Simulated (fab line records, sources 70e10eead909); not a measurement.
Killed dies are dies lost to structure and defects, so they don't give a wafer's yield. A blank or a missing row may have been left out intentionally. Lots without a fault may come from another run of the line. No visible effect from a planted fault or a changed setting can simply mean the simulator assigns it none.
Struck lot and sound lot, side by side ; flow nandHarc ; 14 steps out of a route of 1302
Sound: these wafers, L166.3, L166.4, L166.6. Wafers L158.2, L158.3, L158.4 were the ones struck. At the end, the cause is stated.
Order at every step that has rows: each side's tool, ch and its chambers, its first start. Under that, the readings that differ: sound wafers ; struck wafers ; difference of the means ; sigmas: that difference in standard deviations of wafers without a fault.
alike: readings whose means differ by less than 2 such deviations, and words and numbers that are the same on both sides. not compared: withheld readings, readings that some wafer has no value for, bounds like >300 that may hide the same value, and numbers for which the record gives no deviation and whose values overlap.
The two part at a step that has a row with sigmas, a row that says differs or no value, or rows on one side only. Numbers that don't overlap but have no deviation are shown without sigmas and don't part them. A reading that every wafer of one side lacks parts them only if that side has two wafers or more.

NHARC_THIN_TSV_DEP_43: deposits SiO2, target thk 1328.5 nm.
  sound on pecvd-03 ch 0,1,2, day 33 01:47; struck on pecvd-03 ch 0,1,2, day 29 18:14
  alike: throttleValvePct
then, 8 steps without rows for these wafers: NHARC_THIN_TSV_DEHYDRATE_04 (time 120 s); NHARC_THIN_TSV_HMDS_05 (time 30 s); NHARC_THIN_TSV_COAT_06; NHARC_THIN_TSV_SOFTBAKE_07 (time 95 s); NHARC_THIN_TSV_EBR_08; NHARC_THIN_TSV_EXPOSE_09 (exposes mask TSV); NHARC_THIN_TSV_PEB_10 (peb time 85 s); NHARC_THIN_TSV_DEVELOP_11 (time 70 s).
NHARC_THIN_TSV_CD_MEAS_12: the cd target is 1000 nm.
  sound on cdSem-02 ch 0, day 33 02:34; struck on cdSem-02 ch 0, day 29 19:04
reading;sound;struck;difference;sigmas
cdNm (nm);999.4 996.2 998.0;1000.1 1000.6 1000.8;+2.6;+2
then, 1 step without rows for these wafers: NHARC_THIN_TSV_HARDBAKE_13 (time 80 s).
NHARC_THIN_TSV_DESCUM_14: chemistry O2, time 3 s.
  sound on rieDiel-11 ch 1,2,3, day 33 02:44; struck on rieDiel-12 ch 0,2,3, day 29 19:14
reading;sound;struck;difference;sigmas
oesProductAu (a.u.);1.008 0.997 1.009;0.995 0.988 0.982;-0.016;-2
  alike: drypumpMotorCurrentA, rfVppV, showerheadPlenumPTorr, throttleValvePct
  not compared: rfHoursCounterH
NHARC_THIN_TSV_ETCH_44: etches the open film in CF4/O2, target depth 1594.2 nm, time 797.1 s.
  sound on rieDiel-11 ch 1,2, day 33 02:49; struck on rieDiel-12 ch 0,1,3, day 29 19:19
  no value came back on the struck wafers for any of 7 readings (biasW (W), cf4FlowSccm (sccm) and others); on the sound wafers biasW (W) reads 797.2 801.8 797.8
  not compared: rfHoursCounterH
NHARC_THIN_TSV_ETCH_15: target depth 3000 nm, bosch target overetch cycles 2, bosch etch step 2.8 s.
  sound on rieSi-06 ch 0,1,2, day 33 03:23; struck on rieSi-05 ch 0,1,2, day 29 19:52
  alike: drypumpMotorCurrentA
  not compared: rfHoursCounterH

WHERE THEY PART
First at NHARC_THIN_TSV_CD_MEAS_12; last, within this record, at NHARC_THIN_TSV_ETCH_44. Later steps at which nothing parts them and some readings are alike: NHARC_THIN_TSV_ETCH_15.

WHY: whatever the simulator had introduced
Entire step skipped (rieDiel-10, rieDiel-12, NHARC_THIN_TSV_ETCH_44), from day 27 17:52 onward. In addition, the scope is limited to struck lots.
